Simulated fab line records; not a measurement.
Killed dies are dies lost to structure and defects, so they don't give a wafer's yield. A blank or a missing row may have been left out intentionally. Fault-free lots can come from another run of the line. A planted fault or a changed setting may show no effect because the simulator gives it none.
fab line records	flow n5-finfet	part 2 of 2: steps 5 to 6 of 6
record lots=22	wafers=66	last-day=19
route steps=1938 shown BEOL_M14@1756 BEOL_M15@1773
lots untouched by any fault: they come from a run of this same line in which no faults occurred
start-h: hours from the record's opening day to when the first of the lot's shown wafers began	wait-h: time in hours since the lot's previous step	" unchanged from the row above	L1.1+2: several wafers, shown together as one row	- no value, or no start given	* or withheld: withheld	< > ~ a bound
route shown NAME@n: a module of which the file shows steps, and the number in the route of the first	usual: average and standard deviation across the fault-free wafers	same: alike in all rows	chamber/n: place in a boat	sites: per-site readings	_std_site: their standard deviation	_edge_site: the outer-site mean with the inner-site mean subtracted	radius-mm: how far each site lies from the wafer's centre	mask NAME#n: copy n	behind: the most recent tool/chamber to have shaped the wafer	hold: reason for holding the lot/hours on hold/outcome of the hold	device: names the non-switching transistor (n, p or np)	end of line: at the end of the route, the tests of the same wafers	step lacking rows: just its recipe	killed: the dies lost at the first sort to structure and to defects; this is not the yield of the wafer	map: shows each die of a wafer: x if killed, . if not, _ if none is there
set.NAME: the run value of the setting; set.NAME@STEP: its run value at that earlier step	model.NAME: the simulator's own value behind a step, which no gauge read
steps of the route over a sample of lots; a table a step, a row a wafer
services: when a tool's chamber went out of use (start-h, in hours from the record's first day, below 0 if earlier), for how many hours, and the reason
## steps
# step N5_BEOL_M15_TRENCH_ETCH_34
# recipe chemistry=C4F8/O2/Ar	target=SiO2	target-depth-a=8729.3	he-inner-torr=15	he-outer-torr=30	time-s=199	ion-energy-ev=800	pressure-mtorr=20	source-w=1905	bias-w=2040	Ar_flow_sccm=400	C4F8_flow_sccm=16	O2_flow_sccm=12
# usual drypump-motor-current-A=5.7/0.59	oes_ar_750_au=0.76/0.07	oes-product-au=0.75/0.077	rf-vpp-V=2231/25	showerhead-plenum-p-Torr=3.42/0.098	throttle-valve-pct=31.09/0.29
# same time-s=199
lot.wafer	tool	chamber	start-h	wait-h	drypump-motor-current-A	oes_ar_750_au	oes-product-au	rf-hours-counter-h	rf-vpp-V	showerhead-plenum-p-Torr	throttle-valve-pct
L075.2	rie-diel-01	3	296.54	0.0	6.2	0.74	0.73	204	2227	3.55	30.76
L075.3	"	2	"	"	5.7	0.75	0.73	201	2182	3.56	31.24
L075.5	"	0	"	"	6.1	0.85	0.87	-	2261	3.37	30.37
L076.1	rie-diel-04	1	297.83	0.0	6.2	0.76	0.75	155	2228	3.29	31.27
L076.2	"	2	"	"	5.2	0.88	0.89	30	2219	3.39	30.92
L076.6	"	1	"	"	6.2	0.76	0.75	-	2229	3.29	31.24
L077.1	rie-diel-03	3	303.60	0.0	6.4	0.82	0.82	100	2227	3.33	30.91
L077.2	"	0	"	"	5.0	0.71	0.70	193	2196	3.44	31.49
L077.6	"	0	"	"	5.0	0.72	0.70	-	2196	3.44	31.48
L078.1	rie-diel-04	1	313.34	0.0	6.1	0.75	0.75	160	2229	3.29	31.25
L078.3	"	3	"	"	5.9	0.71	0.71	209	2262	3.41	31.11
L078.4	"	2	"	"	5.2	0.88	0.88	-	2220	3.38	30.91
L080.3	rie-diel-03	3	314.56	0.0	6.4	0.82	0.81	105	2227	3.33	30.92
L080.5	"	0	"	"	5.0	0.71	0.69	-	2195	3.44	31.49
L080.6	"	1	"	"	6.1	0.70	0.69	-	2274	3.53	31.00
L079.1	rie-diel-04	3	320.01	0.0	5.9	0.70	0.72	213	2261	3.41	31.13
L079.3	"	2	"	"	5.3	0.87	0.87	39	2222	3.38	30.92
L079.6	"	2	"	"	5.3	0.87	0.87	-	2220	3.38	30.93
L081.1	rie-diel-03	0	322.78	0.0	5.0	0.71	0.70	200	2195	3.43	31.48
L081.2	"	2	"	"	4.7	0.73	0.72	191	2223	3.55	31.37
L081.5	"	2	"	"	4.7	0.72	0.72	-	2224	3.55	31.35
L082.1	rie-diel-03	3	333.55	0.0	6.3	0.82	0.80	112	2226	3.33	30.91
L082.2	"	1	"	"	6.1	0.70	0.69	236	2274	3.52	30.98
L082.6	"	0	"	"	5.0	0.71	0.70	-	2196	3.43	31.50
L083.1	rie-diel-04	2	334.34	0.0	5.3	0.86	0.88	44	2219	3.38	30.92
L083.2	"	3	"	"	5.9	0.70	0.71	218	2262	3.41	31.13
L083.3	"	1	"	"	6.1	0.74	0.74	169	2228	3.29	31.26
L087.2	rie-diel-01	0	347.87	0.0	6.1	0.83	0.85	50	2259	3.36	30.41
L087.5	"	1	"	"	6.3	0.67	0.67	-	2230	3.26	31.19
L087.6	"	0	"	"	6.1	0.82	0.84	-	2260	3.36	30.41
L085.1	rie-diel-03	0	360.01	0.0	5.0	0.71	0.69	208	2195	3.43	31.50
L085.3	"	1	"	"	6.1	0.69	0.68	244	2273	3.52	31.03
L085.6	"	2	"	"	4.7	0.71	0.71	-	2222	3.55	31.37
L086.1	rie-diel-03	1	364.36	0.0	6.1	0.69	0.68	245	2275	3.52	31.02
L086.3	"	2	"	"	4.7	0.72	0.71	205	2222	3.55	31.35
L086.5	"	2	"	"	4.7	0.71	0.71	-	2223	3.55	31.38
L089.1	rie-diel-04	1	373.51	0.0	6.1	0.75	0.72	178	2228	3.28	31.25
L089.3	"	0	"	"	5.9	0.93	0.95	9	2263	3.54	30.43
L089.6	"	0	"	"	5.9	0.93	0.96	-	2262	3.54	30.43
L091.1	rie-diel-03	2	377.64	0.0	4.8	0.71	0.71	208	2222	3.54	31.36
L091.4	"	1	"	"	6.1	0.69	0.68	249	2275	3.52	31.01
L091.6	"	0	"	"	5.0	0.70	0.68	-	2197	3.43	31.50
L088.3	rie-diel-03	1	378.64	0.0	6.1	0.69	0.68	250	2273	3.52	31.04
L088.5	"	3	"	"	6.4	0.80	0.79	-	2227	3.32	30.93
L088.6	"	2	"	"	4.7	0.71	0.70	-	2221	3.54	31.38
L092.2	rie-diel-03	3	382.80	0.0	6.4	0.79	0.79	128	2226	3.32	30.92
L092.3	"	2	"	"	4.7	0.71	0.70	210	2222	3.54	31.39
L092.6	"	3	"	"	6.4	0.80	0.79	-	2227	3.32	30.91
L090.1	rie-diel-03	0	391.21	0.0	5.0	0.69	0.69	218	2194	3.42	31.51
L090.3	"	2	"	"	4.7	0.71	0.71	213	2223	3.54	31.39
L090.5	"	2	"	"	4.7	0.71	0.71	-	2222	3.54	31.40
L093.1	rie-diel-04	2	409.19	0.0	5.3	0.84	0.84	67	2219	3.37	30.94
L093.3	"	3	"	"	6.0	0.69	0.69	241	2260	3.40	31.14
L093.5	"	1	"	"	6.1	0.73	0.73	-	2227	3.28	31.31
L095.1	rie-diel-04	2	412.37	0.0	5.3	0.83	0.83	68	2220	3.37	30.94
L095.4	"	0	"	"	5.9	0.90	0.93	21	2262	3.53	30.43
L095.6	"	1	"	"	6.1	0.74	0.72	-	2226	3.27	31.28
L094.1	rie-diel-03	2	419.54	0.0	4.7	0.70	0.69	223	2222	3.54	31.40
L094.2	"	0	"	"	5.0	0.69	0.68	228	2194	3.42	31.53
L094.5	"	2	"	"	4.7	0.70	0.70	-	2223	3.54	31.41
L097.1	rie-diel-04	0	431.45	0.0	5.9	0.89	0.91	29	2261	3.53	30.43
L097.3	"	2	"	"	5.2	0.83	0.82	72	2217	3.36	30.93
L097.6	"	2	"	"	5.2	0.82	0.82	-	2218	3.36	30.92
L096.1	rie-diel-03	3	435.80	0.0	6.4	0.78	0.77	147	2226	3.31	30.93
L096.3	"	0	"	"	5.0	0.68	0.68	233	2194	3.42	31.52
L096.4	"	1	"	"	6.1	0.91	0.93	12	2273	3.51	30.74
# step N5_BEOL_M15_ETCH_38
# recipe chemistry=CF4/N2	target=SiCN	target-depth-a=1064	taper-deg=2	time-s=120.5	ion-energy-ev=150	mask-material=SiO2	pressure-mtorr=40	source-w=430	bias-w=70	Ar_flow_sccm=100	cf4-flow-sccm=60	n2-flow-sccm=60
# usual drypump-motor-current-A=5.8/0.49	oes-product-au=0.75/0.072	rf-vpp-V=382.1/1.7	showerhead-plenum-p-Torr=2.20/0.068	throttle-valve-pct=15.55/0.3
# same time-s=120.5
lot.wafer	tool	chamber	start-h	wait-h	drypump-motor-current-A	oes-product-au	rf-hours-counter-h	rf-vpp-V	showerhead-plenum-p-Torr	throttle-valve-pct
L075.2	rie-diel-01	0	-	-	6.1	0.86	34	380.4	2.16	15.03
L075.3	"	3	"	"	6.2	0.75	204	383.1	2.29	15.35
L075.5	"	0	"	"	6.1	0.85	-	381.7	2.16	15.02
L076.1	rie-diel-01	3	-	-	6.2	0.74	205	384.3	2.28	15.33
L076.2	"	2	"	"	5.7	0.73	202	385.5	2.28	15.67
L076.6	"	3	"	"	6.2	0.74	-	384.4	2.29	15.35
L077.1	rie-diel-01	0	-	-	6.1	0.84	36	381.2	2.16	15.02
L077.2	"	2	"	"	5.7	0.73	204	383.3	2.28	15.69
L077.6	"	3	"	"	6.2	0.75	-	384.5	2.28	15.34
L078.1	rie-diel-03	3	-	-	6.4	0.82	105	380.8	2.13	15.37
L078.3	"	2	"	"	4.7	0.72	189	383.8	2.28	15.89
L078.4	"	0	"	"	5.0	0.70	198	382.0	2.20	15.83
L080.3	rie-diel-03	2	-	-	4.7	0.71	190	384.1	2.28	15.90
L080.5	"	1	"	"	6.1	0.69	-	384.2	2.27	15.72
L080.6	"	0	"	"	5.0	0.69	-	382.0	2.20	15.84
L079.1	rie-diel-04	1	-	-	6.1	0.74	164	380.3	2.11	15.82
L079.3	"	2	"	"	5.2	0.88	39	380.2	2.17	15.27
L079.6	"	1	"	"	6.1	0.74	-	381.0	2.11	15.80
L081.1	rie-diel-04	1	-	-	6.1	0.74	166	382.9	2.11	15.81
L081.2	"	3	"	"	5.9	0.70	215	382.7	2.18	15.68
L081.5	"	2	"	"	5.3	0.87	-	380.3	2.17	15.30
L082.1	rie-diel-04	3	-	-	5.9	0.70	218	381.0	2.18	15.69
L082.2	"	1	"	"	6.2	0.74	169	379.7	2.11	15.83
L082.6	"	1	"	"	6.1	0.73	-	378.9	2.11	15.83
L083.1	rie-diel-03	3	-	-	6.4	0.82	112	382.3	2.13	15.37
L083.2	"	2	"	"	4.7	0.71	195	384.3	2.28	15.90
L083.3	"	1	"	"	6.1	0.68	237	384.8	2.27	15.71
L087.2	rie-diel-01	0	-	-	6.1	0.83	50	381.3	2.15	15.05
L087.5	"	1	"	"	6.2	0.68	-	378.6	2.10	15.81
L087.6	"	2	"	"	5.7	0.72	-	384.2	2.27	15.73
L085.1	rie-diel-04	1	-	-	6.1	0.72	177	378.6	2.11	15.85
L085.3	"	0	"	"	5.9	0.96	6	383.9	2.26	14.90
L085.6	"	1	"	"	6.0	0.72	-	379.1	2.11	15.84
L086.1	rie-diel-01	1	-	-	6.3	0.66	246	379.8	2.10	15.79
L086.3	"	3	"	"	6.2	0.72	225	384.7	2.28	15.38
L086.5	"	2	"	"	5.7	0.72	-	383.5	2.27	15.74
L089.1	rie-diel-01	1	-	-	6.2	0.67	249	379.7	2.10	15.81
L089.3	"	2	"	"	5.7	0.71	225	383.6	2.27	15.74
L089.6	"	1	"	"	6.3	0.66	-	380.5	2.09	15.80
L091.1	rie-diel-04	1	-	-	6.1	0.72	180	381.0	2.11	15.85
L091.4	"	2	"	"	5.2	0.84	58	380.8	2.16	15.33
L091.6	"	3	"	"	6.0	0.69	-	380.8	2.17	15.73
L088.3	rie-diel-01	3	-	-	6.2	0.72	230	384.1	2.28	15.40
L088.5	"	1	"	"	6.2	0.66	-	380.0	2.09	15.82
L088.6	"	3	"	"	6.2	0.73	-	384.1	2.28	15.40
L092.2	rie-diel-03	0	-	-	5.0	0.69	216	381.5	2.19	15.87
L092.3	"	3	"	"	6.4	0.79	129	381.4	2.12	15.41
L092.6	"	3	"	"	6.4	0.80	-	378.1	2.12	15.41
L090.1	rie-diel-01	3	-	-	6.2	0.73	234	383.1	2.27	15.39
L090.3	"	2	"	"	5.7	0.71	233	383.6	2.26	15.76
L090.5	"	0	"	"	6.1	0.82	-	381.4	2.15	15.08
L093.1	rie-diel-04	2	-	-	5.2	0.83	67	382.0	2.16	15.34
L093.3	"	3	"	"	5.9	0.68	241	380.6	2.17	15.74
L093.5	"	2	"	"	5.2	0.84	-	379.7	2.16	15.33
L095.1	rie-diel-01	2	-	-	5.7	0.70	238	384.4	2.26	15.76
L095.4	"	2	"	"	5.7	0.70	-	382.6	2.26	15.76
L095.6	"	3	"	"	6.2	0.72	-	383.7	2.27	15.40
L094.1	rie-diel-04	3	-	-	5.9	0.67	247	381.9	2.17	15.76
L094.2	"	0	"	"	5.9	0.90	26	382.8	2.26	14.96
L094.5	"	2	"	"	5.2	0.83	-	381.0	2.16	15.35
L097.1	rie-diel-04	0	-	-	5.9	0.89	29	383.8	2.26	14.96
L097.3	"	3	"	"	5.9	0.67	249	383.6	2.17	15.76
L097.6	"	0	"	"	5.9	0.90	-	382.9	2.26	14.95
L096.1	rie-diel-03	2	-	-	4.7	0.69	232	383.6	2.27	15.97
L096.3	"	1	"	"	6.1	0.92	13	383.2	2.26	15.27
L096.4	"	3	"	"	6.4	0.77	149	380.1	2.12	15.45
## services
tool	chamber	start-h	hours	kind
rie-diel-02	2	274.60	2.7	repair
rie-diel-01	3	288.09	4.2	repair
pecvd-04	2	301.00	2.5	repair
rie-diel-06	2	318.16	10.9	repair
pecvd-02	-	337.78	0.8	pm
rie-diel-02	0	359.18	8.3	repair
rie-diel-04	1	360.52	12.7	repair
pecvd-01	-	366.19	2.0	repair
pecvd-03	-	366.60	2.4	repair
rie-diel-01	0	369.92	15.6	repair
rie-diel-03	1	379.36	-	clean
rie-diel-03	1	379.36	-	consumable-replace:focus-ring
pecvd-03	0	385.04	4.2	repair
rie-diel-01	3	388.99	2.6	repair
rie-diel-02	0	396.89	2.6	repair
pecvd-04	2	398.05	4.6	repair
rie-diel-01	2	401.92	6.6	repair
rie-diel-01	3	404.40	2.4	repair
pecvd-01	-	409.21	1.3	repair
rie-diel-01	1	411.12	6.8	repair
rie-diel-04	2	415.57	6.4	repair
pecvd-02	-	427.50	14.6	pm
rie-diel-06	1	428.94	21.8	repair
pecvd-04	2	439.35	8.0	repair
